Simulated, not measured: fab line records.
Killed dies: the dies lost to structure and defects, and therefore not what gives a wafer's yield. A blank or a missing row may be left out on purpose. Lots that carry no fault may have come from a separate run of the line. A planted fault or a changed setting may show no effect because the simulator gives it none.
Chamber matching | flow n5-finfet | 4 sister chambers for N5_BEOL_M8_DESCUM_16 on rie-diel-01
The step chemistry O2, time 7.9 s. 16 wafers are shown with their chamber, then 8 later ones without.

WAFERS WITH THEIR CHAMBER
wafer  | chamber | showerhead-plenum-p-Torr (Torr) | throttle-valve-pct (%) | oes-product-au (a.u.)
L074.3 | 2       | 2.04                            | 20.43                  | 0.68
L074.4 | 1       | 2.16                            | 20.55                  | 0.72
L074.5 | 2       | 2.04                            | 20.43                  | 0.69
L075.2 | 0       | 2.05                            | 20.25                  | 0.94
L075.4 | 2       | 2.04                            | 20.43                  | 0.69
L075.6 | 1       | 2.15                            | 20.53                  | 0.72
L082.1 | 2       | 2.03                            | 20.11                  | 0.97
L082.2 | 1       | 2.15                            | 20.58                  | 0.71
L082.6 | 1       | 2.15                            | 20.58                  | 0.71
L084.2 | 0       | 2.04                            | 20.28                  | 0.87
L084.3 | 2       | 2.03                            | 20.10                  | 0.94
L084.6 | 2       | 2.03                            | 20.12                  | 0.95
L085.1 | 2       | 2.03                            | 20.13                  | 0.94
L085.3 | 3       | 2.07                            | 20.14                  | 0.93
L085.6 | 3       | 2.06                            | 20.16                  | 0.94
L087.1 | 0       | 2.04                            | 20.30                  | 0.87

SIGNATURES, as means of the wafers listed above
reading                  | chamber 0 | chamber 1 | chamber 2 | chamber 3 | scatter within a chamber
showerhead-plenum-p-Torr | 2.0433    | 2.1525    | 2.0343    | 2.0650    | 0.0055
throttle-valve-pct       | 20.2767   | 20.5600   | 20.2500   | 20.1500   | 0.12
oes-product-au           | 0.8933    | 0.7150    | 0.8371    | 0.9350    | 0.101
Rule: a wafer's distance from a chamber is the root of the sum, over the readings, of the square of ((its reading less the chamber's mean) divided by the reading's scatter). If the next closest chamber is less than 2 further off than the closest, the wafer can't be placed; otherwise it belongs to the closest. How the scatter is found: for the shown wafers, subtract from each reading the mean of its chamber, square and add these, divide the total by (wafers less chambers), then take the root.

WAFERS WITHOUT THEIR CHAMBER
wafer  | showerhead-plenum-p-Torr (Torr) | throttle-valve-pct (%) | oes-product-au (a.u.)
L087.4 | 2.03                            | 20.14                  | 0.93
L087.6 | 2.14                            | 20.60                  | 0.71
L093.3 | 2.06                            | 20.17                  | 0.89
L093.5 | 2.03                            | 20.15                  | 0.91
L093.6 | 2.14                            | 20.63                  | 0.68
L095.3 | 2.03                            | 20.34                  | 0.84
L095.4 | 2.06                            | 20.19                  | 0.87
L095.5 | 2.03                            | 20.33                  | 0.84

THE CHAMBER EACH PASSED THROUGH
wafer  | from the rows above     | in truth
L087.4 | can't be placed: 2 or 0 | 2
L087.6 | 1                       | 1
L093.3 | 3                       | 3
L093.5 | can't be placed: 2 or 0 | 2
L093.6 | 1                       | 1
L095.3 | can't be placed: 2 or 0 | 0
L095.4 | can't be placed: 3 or 0 | 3
L095.5 | can't be placed: 2 or 0 | 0
Correct placement for 3 of the 8. Unplaceable from these rows: 5, with the true chamber sitting among the candidates in 5. Placed wrongly: 0.
